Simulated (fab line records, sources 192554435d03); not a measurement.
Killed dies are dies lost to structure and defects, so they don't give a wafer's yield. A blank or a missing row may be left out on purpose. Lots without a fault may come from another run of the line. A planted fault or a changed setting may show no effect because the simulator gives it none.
Chamber matching | flow n5_finfet | N5_FIN_SAQP_PECVD_06 on pecvd-04: 3 sister chambers
The step deposits a-Si from SiH4/He, target thk 60 nm, time 48.1 s. 16 wafers are shown with their chamber, then 8 later ones without.

WAFERS WITH THEIR CHAMBER
wafer  | chamber | throttle_valve_pct (%) | heater_power_w (W) | showerhead_plenum_p_Torr (Torr)
L948.1 | 1       | 17.9                   | 917                | 5.65
L948.3 | 2       | 16.6                   | 822                | 5.63
L948.6 | 0       | 19.0                   | 928                | 5.65
L950.2 | 0       | 19.2                   | 907                | 5.66
L950.4 | 2       | 16.5                   | 817                | 5.63
L950.5 | 0       | 18.9                   | 889                | 5.66
L953.1 | 0       | 19.2                   | 875                | 5.67
L953.4 | 1       | 17.8                   | 773                | 5.64
L953.5 | 0       | 19.2                   | 906                | 5.67
L955.1 | 0       | 19.4                   | 938                | 5.66
L955.5 | 0       | 19.2                   | 980                | 5.64
L955.6 | 2       | 16.5                   | 739                | 5.66
L956.2 | 1       | 17.6                   | 853                | 5.65
L956.3 | 2       | 16.5                   | 717                | 5.63
L956.5 | 2       | 16.7                   | 728                | 5.64
L964.3 | 0       | 19.2                   | 932                | 5.65

SIGNATURES (means of the wafers above)
reading                  | chamber 0 | chamber 1 | chamber 2 | scatter within a chamber
throttle_valve_pct       | 19.162    | 17.767    | 16.560    | 0.135
heater_power_w           | 919.38    | 847.67    | 764.60    | 46.6
showerhead_plenum_p_Torr | 5.6575    | 5.6467    | 5.6380    | 0.0107
Rule: a wafer's distance from a chamber is the root of the sum, over the readings, of the square of ((its reading less the chamber's mean) divided by the reading's scatter). The wafer belongs to the nearest chamber; if the next one is less than 2 further off, it can't be placed. The scatter: the root of (the sum of the squares of (reading less its chamber's mean) over the shown wafers, divided by (wafers less chambers)).

WAFERS WITHOUT THEIR CHAMBER
wafer  | throttle_valve_pct (%) | heater_power_w (W) | showerhead_plenum_p_Torr (Torr)
L964.4 | 16.5                   | 835                | 5.64
L964.6 | 17.9                   | 781                | 5.65
L966.1 | 18.9                   | 822                | 5.65
L966.5 | 17.5                   | 806                | 5.67
L966.6 | 16.5                   | 823                | 5.65
L969.1 | 18.0                   | 901                | 5.64
L969.2 | 19.1                   | 833                | 5.66
L969.3 | 16.3                   | 815                | 5.65

WHICH CHAMBER EACH WENT THROUGH
wafer  | from the rows above | in truth
L964.4 | 2                   | 2
L964.6 | 1                   | 1
L966.1 | 0                   | 0
L966.5 | 1                   | 1
L966.6 | 2                   | 2
L969.1 | 1                   | 1
L969.2 | 0                   | 0
L969.3 | 2                   | 2
Placed correctly: 8 of 8. Can't be placed from these rows: 0. Placed wrongly: 0.
